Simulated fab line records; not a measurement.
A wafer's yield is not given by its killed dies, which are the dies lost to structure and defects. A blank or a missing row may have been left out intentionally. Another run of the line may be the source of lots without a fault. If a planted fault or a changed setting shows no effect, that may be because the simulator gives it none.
Matching of chambers | flow n5-finfet | ald-metal-02 running N5_BEOL_M2_ALD_84: 4 sister chambers
The step deposits TaN, pulse time 2 s, purge time 3 s, co reactant purge time 2 s. 8 wafers are shown with their chamber, then 9 later ones without.

== EACH WAFER AND ITS CHAMBER ==
wafer  | chamber | heater-power-w (W)
L083.4 | 0       | 368
L085.6 | 1       | 410
L088.1 | 1       | 405
L088.4 | 2       | 397
L088.6 | 3       | 397
L094.1 | 0       | 376
L094.3 | 2       | 416
L094.4 | 3       | 388

== WAFERS WITH NO CHAMBER GIVEN ==
wafer  | heater-power-w (W)
L093.1 | 418
L093.4 | 386
L093.6 | 371
L095.2 | 384
L095.3 | 367
L095.4 | 420
L097.2 | 394
L097.3 | 370
L097.4 | 407

== EACH ONE'S CHAMBER ==
wafer  | from the rows above               | in truth
L093.1 | can't be placed: 1 or 2 or 3      | 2
L093.4 | can't be placed: 3 or 0 or 2 or 1 | 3
L093.6 | 0                                 | 0
L095.2 | can't be placed: 3 or 0 or 2 or 1 | 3
L095.3 | 0                                 | 0
L095.4 | can't be placed: 1 or 2 or 3      | 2
L097.2 | can't be placed: 3 or 2 or 1      | 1
L097.3 | 0                                 | 0
L097.4 | can't be placed: 1 or 2 or 3      | 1
Correct placement for 3 of the 9. Unplaceable from these rows: 6, with the true chamber sitting among the candidates in 6. Number placed wrongly: 0.
How it was worked out, from the rows above alone: a wafer's distance from a chamber is the root of the sum, over the readings, of the square of ((its reading less the chamber's mean) divided by the reading's scatter). The wafer belongs to the nearest chamber; if the next one is less than 2 further off, it can't be placed. The mean given for a chamber averages the wafers shown for that chamber. How the scatter is found: for the shown wafers, subtract from each reading the mean of its chamber, square and add these, divide the total by (wafers less chambers), then take the root.
